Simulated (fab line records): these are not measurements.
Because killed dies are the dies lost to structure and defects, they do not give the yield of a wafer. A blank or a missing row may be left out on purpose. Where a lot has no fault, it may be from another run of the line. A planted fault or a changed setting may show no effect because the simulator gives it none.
Chamber matching | flow n5Finfet | N5_BEOL_M7_ETCH_66 on rieDiel-03: 4 sister chambers
The step etches SOC in N2/H2, target depth 80 nm, overetch 16 nm, time 120 s. 24 wafers are shown with their chamber, then 12 later ones without.

## WAFERS, EACH WITH ITS CHAMBER
wafer  | chamber | showerheadPlenumPTorr (Torr) | throttleValvePct (%) | rfVppV (V)
L074.1 | 0       | 2.40                         | 17.95                | 519.8
L074.2 | 1       | 2.52                         | 17.83                | 523.5
L074.3 | 2       | 2.53                         | 17.81                | 522.9
L075.1 | 1       | 2.52                         | 17.83                | 522.6
L075.3 | 2       | 2.53                         | 17.80                | 523.8
L075.5 | 2       | 2.53                         | 17.82                | 522.5
L076.1 | 0       | 2.39                         | 17.95                | 519.3
L076.4 | 3       | 2.41                         | 17.89                | 521.8
L076.5 | 1       | 2.52                         | 17.86                | 524.1
L077.1 | 2       | 2.53                         | 17.81                | 523.6
L077.3 | 0       | 2.39                         | 17.96                | 519.1
L077.5 | 2       | 2.53                         | 17.82                | 523.9
L079.1 | 3       | 2.41                         | 17.91                | 522.4
L079.3 | 1       | 2.52                         | 17.84                | 522.6
L079.5 | 2       | 2.53                         | 17.82                | 524.0
L082.2 | 2       | 2.52                         | 17.82                | 523.2
L082.3 | 3       | 2.40                         | 17.92                | 520.7
L082.5 | 3       | 2.40                         | 17.91                | 521.9
L086.1 | 0       | 2.71                         | 17.53                | 528.3
L086.3 | 1       | 2.51                         | 17.88                | 523.3
L086.4 | 2       | 2.52                         | 17.84                | 521.6
L084.1 | 2       | 2.52                         | 17.85                | 522.2
L084.5 | 3       | 2.40                         | 17.92                | 520.8
L084.6 | 2       | 2.52                         | 17.84                | 523.9

SIGNATURES (means of the wafers above)
reading               | chamber 0 | chamber 1 | chamber 2 | chamber 3 | scatter within a chamber
showerheadPlenumPTorr | 2.4725    | 2.5180    | 2.5260    | 2.4040    | 0.0615
throttleValvePct      | 17.8475   | 17.8480   | 17.8230   | 17.9100   | 0.0834
rfVppV                | 521.625   | 523.220   | 523.160   | 521.520   | 1.87
Rule: distance of a wafer from a chamber = root of the sum over the readings of ((wafer's reading minus chamber's mean) / reading's scatter) squared. If the next closest chamber is less than 2 further off than the closest, the wafer can't be placed; otherwise it belongs to the closest. The scatter: take each reading less its chamber's mean, square it, sum over the shown wafers, divide by the number of wafers less the number of chambers, and take the root.

## WAFERS WITH NO CHAMBER GIVEN
wafer  | showerheadPlenumPTorr (Torr) | throttleValvePct (%) | rfVppV (V)
L085.2 | 2.51                         | 17.88                | 522.8
L085.3 | 2.71                         | 17.52                | 528.5
L085.4 | 2.40                         | 17.93                | 520.5
L091.1 | 2.40                         | 17.94                | 520.1
L091.3 | 2.51                         | 17.87                | 523.0
L091.6 | 2.51                         | 17.88                | 522.9
L096.4 | 2.39                         | 17.95                | 519.9
L096.5 | 2.39                         | 17.97                | 520.4
L096.6 | 2.51                         | 17.89                | 523.5
L095.1 | 2.50                         | 17.90                | 523.1
L095.2 | 2.39                         | 17.95                | 520.3
L095.4 | 2.70                         | 17.53                | 527.1

## EACH ONE'S CHAMBER
wafer  | from the rows above               | in truth
L085.2 | can't be placed: 1 or 2 or 0 or 3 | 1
L085.3 | can't be placed: 2 or 1 or 0      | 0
L085.4 | can't be placed: 3 or 0           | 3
L091.1 | can't be placed: 3 or 0 or 1      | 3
L091.3 | can't be placed: 1 or 2 or 0 or 3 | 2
L091.6 | can't be placed: 1 or 2 or 0 or 3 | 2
L096.4 | can't be placed: 3 or 0 or 1      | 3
L096.5 | can't be placed: 3 or 0 or 1      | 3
L096.6 | can't be placed: 1 or 2 or 0 or 3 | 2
L095.1 | can't be placed: 1 or 2 or 0 or 3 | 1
L095.2 | can't be placed: 3 or 0           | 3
L095.4 | can't be placed: 2 or 1 or 0      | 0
Placed correctly: 0 of 12. Can't be placed from these rows: 12 (the true chamber is among the candidates in 12). 0 placed wrongly.
